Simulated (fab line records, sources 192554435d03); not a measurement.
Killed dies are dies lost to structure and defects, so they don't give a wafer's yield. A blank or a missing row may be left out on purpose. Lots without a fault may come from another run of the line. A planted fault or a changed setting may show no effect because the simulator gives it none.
Problem report in the 8D (eight disciplines) form, filled by code | flow n5_finfet | the parts of the form that need people (team, actions taken, sign-off) are left out

1. THE PROBLEM
rf_fwd_power_W at N5_BEOL_M7_VIA_ETCH_34 reads a mean of 423.9 W on 1 wafer of 1 lot; wafers without a fault read 341.4 W with a standard deviation of 1.5. That is +55 standard deviations from the usual mean.
The step: etches SiCOH lowk in C4F6/O2, target depth 125.5 nm, time 50.5 s.
First seen on wafer L795.3, day 12 11:31, on rie_diel-05. The record holds 32 wafers of 11 lots with a number at this step. Rule for "out", or "out of limits": more than 4 standard deviations from the usual mean. The other wafers with a number count as sound.

2. WHAT IT IS AND WHAT IT IS NOT
question                    | is                       | is not
which readings at this step | rf_fwd_power_W, rf_vpp_V | drypump_motor_current_A, oes_product_au, showerhead_plenum_p_Torr, throttle_valve_pct
which lots                  | L795                     | L783, L784, L785, L786, L789, L790, L799, L800, L804, L805
which wafers of those lots  | L795.3                   | L795.4, L795.6
read on which tools         | rie_diel-05              | rie_diel-04
when                        | from day 12 11:31        | up to then (20 sound wafers); but 11 sound wafers of L799, L800, L804, L805 came after

3. SUSPECTS, AND WHAT RULES EACH OUT
Counting: a tool at a process step up to the reading stays a suspect if it ran every lot that is out. Sound lots after the first of them don't rule it out here, since some wafers of a struck lot are sound.
- rie_diel-05 at N5_BEOL_M7_VIA_ETCH_34 (etches SiCOH lowk in C4F6/O2, target depth 125.5 nm, time 50.5 s): kept. It ran the lot that is out, L795 (day 12 11:31); its last sound lot up to then is L790 (day 11 03:12). Its own readings are out on those wafers: rf_fwd_power_W, rf_vpp_V.
- Within rie_diel-05 at N5_BEOL_M7_VIA_ETCH_34: the wafers that are out ran in chamber 1; their sound lot-mates ran in chamber 3.
Left after counting: rie_diel-05 at N5_BEOL_M7_VIA_ETCH_34.

4. THE CAUSE (what the simulator had put in)
Process parameter drift: rie_diel-05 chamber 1, from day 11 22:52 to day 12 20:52, at N5_BEOL_M7_VIA_ETCH_34. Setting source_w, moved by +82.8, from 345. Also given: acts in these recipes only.
Counting left only this tool.

5. THE CHAIN OF EFFECTS, in route order
Each row: a reading whose mean over the struck wafers that have a number lies more than 3 standard deviations from the usual. Only readings for which the record gives a usual standard deviation are gone through. hours: the time from each lot's start at the first step in this table that gives one to its start at this step, as a median over the lots. sigmas: the change in usual standard deviations.
hours | step                   | reading        | usual     | on struck wafers | change | sigmas
0     | N5_BEOL_M7_VIA_ETCH_34 | oes_f_703_au   | 0.82 a.u. | 1.17             | +0.35  | +3.2
0     | N5_BEOL_M7_VIA_ETCH_34 | rf_fwd_power_W | 341.4 W   | 423.9            | +82.5  | +55
0     | N5_BEOL_M7_VIA_ETCH_34 | rf_vpp_V       | 656 V     | 603              | -53    | -4.1
The process steps in it:
- N5_BEOL_M7_VIA_ETCH_34: etches SiCOH lowk in C4F6/O2, target depth 125.5 nm, time 50.5 s.

6. WHAT WOULD HAVE CAUGHT IT SOONER
In this record the first reading out of limits was taken at day 12 11:31, 13 hours after the fault began at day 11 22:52.
